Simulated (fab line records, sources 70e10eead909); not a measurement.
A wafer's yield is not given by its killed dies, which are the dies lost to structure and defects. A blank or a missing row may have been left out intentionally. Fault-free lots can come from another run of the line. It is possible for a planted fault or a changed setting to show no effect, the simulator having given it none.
Matching of chambers + flow nand_harc + 4 sister chambers for NHARC_P_GATE_STRIP_108 on rie_diel-09
The step strips in O2. 18 wafers are shown with their chamber, then 9 later ones without.

## WAFERS WITH THEIR CHAMBER
| wafer  | chamber | showerhead_plenum_p_Torr (Torr) | drypump_motor_current_A (A) | oes_product_au (a.u.) |
|--------|---------|---------------------------------|-----------------------------|-----------------------|
| L074.1 | 2       | 3.62                            | 6.1                         | 1.006                 |
| L074.3 | 1       | 3.48                            | 5.3                         | 0.988                 |
| L074.5 | 1       | 3.47                            | 5.3                         | 1.001                 |
| L075.2 | 1       | 3.48                            | 5.3                         | 0.989                 |
| L075.4 | 0       | 3.71                            | 5.9                         | 0.999                 |
| L075.5 | 3       | 3.50                            | 5.8                         | 0.994                 |
| L076.4 | 2       | 3.62                            | 6.1                         | 0.992                 |
| L076.5 | 0       | 3.71                            | 5.9                         | 0.991                 |
| L076.6 | 1       | 3.48                            | 5.3                         | 0.992                 |
| L085.1 | 0       | 3.71                            | 5.9                         | 0.985                 |
| L085.4 | 3       | 3.50                            | 5.8                         | 1.008                 |
| L085.6 | 3       | 3.50                            | 5.9                         | 1.004                 |
| L087.1 | 0       | 3.71                            | 6.0                         | 0.994                 |
| L087.4 | 1       | 3.47                            | 5.3                         | 1.014                 |
| L087.5 | 0       | 3.71                            | 6.0                         | 0.983                 |
| L089.1 | 2       | 3.61                            | 6.1                         | 1.015                 |
| L089.2 | 0       | 3.71                            | 5.9                         | 0.997                 |
| L089.4 | 3       | 3.50                            | 5.9                         | 1.018                 |

SIGNATURES, as means of the wafers listed above
| reading                  | chamber 0 | chamber 1 | chamber 2 | chamber 3 | scatter within a chamber |
|--------------------------|-----------|-----------|-----------|-----------|--------------------------|
| showerhead_plenum_p_Torr | 3.7100    | 3.4760    | 3.6167    | 3.5000    | 0.00365                  |
| drypump_motor_current_A  | 5.933     | 5.300     | 6.100     | 5.850     | 0.0408                   |
| oes_product_au           | 0.99150   | 0.99680   | 1.00433   | 1.00600   | 0.00944                  |
Rule: a wafer's distance from a chamber is the root of the sum, over the readings, of the square of ((its reading less the chamber's mean) divided by the reading's scatter). If the next closest chamber is less than 2 further off than the closest, the wafer can't be placed; otherwise it belongs to the closest. The scatter: the root of (the sum of the squares of (reading less its chamber's mean) over the shown wafers, divided by (wafers less chambers)).

## WAFERS WHOSE CHAMBER IS MISSING
| wafer  | showerhead_plenum_p_Torr (Torr) | drypump_motor_current_A (A) | oes_product_au (a.u.) |
|--------|---------------------------------|-----------------------------|-----------------------|
| L091.4 | 3.71                            | 5.9                         | 1.001                 |
| L091.5 | 3.50                            | 5.8                         | 0.998                 |
| L091.6 | 3.71                            | 5.9                         | 0.997                 |
| L092.2 | 3.47                            | 5.3                         | 0.993                 |
| L092.3 | 3.50                            | 5.8                         | 0.996                 |
| L092.5 | 3.50                            | 5.8                         | 0.995                 |
| L096.2 | 3.50                            | 5.9                         | 0.987                 |
| L096.5 | 3.61                            | 6.1                         | 0.995                 |
| L096.6 | 3.47                            | 5.3                         | 1.001                 |

## THE CHAMBER EACH PASSED THROUGH
| wafer  | from the rows above | in truth |
|--------|---------------------|----------|
| L091.4 | 0                   | 0        |
| L091.5 | 3                   | 3        |
| L091.6 | 0                   | 0        |
| L092.2 | 1                   | 1        |
| L092.3 | 3                   | 3        |
| L092.5 | 3                   | 3        |
| L096.2 | 3                   | 3        |
| L096.5 | 2                   | 2        |
| L096.6 | 1                   | 1        |
Correctly placed: 9 of 9. Not placeable from these rows: 0. Wrongly placed: 0.
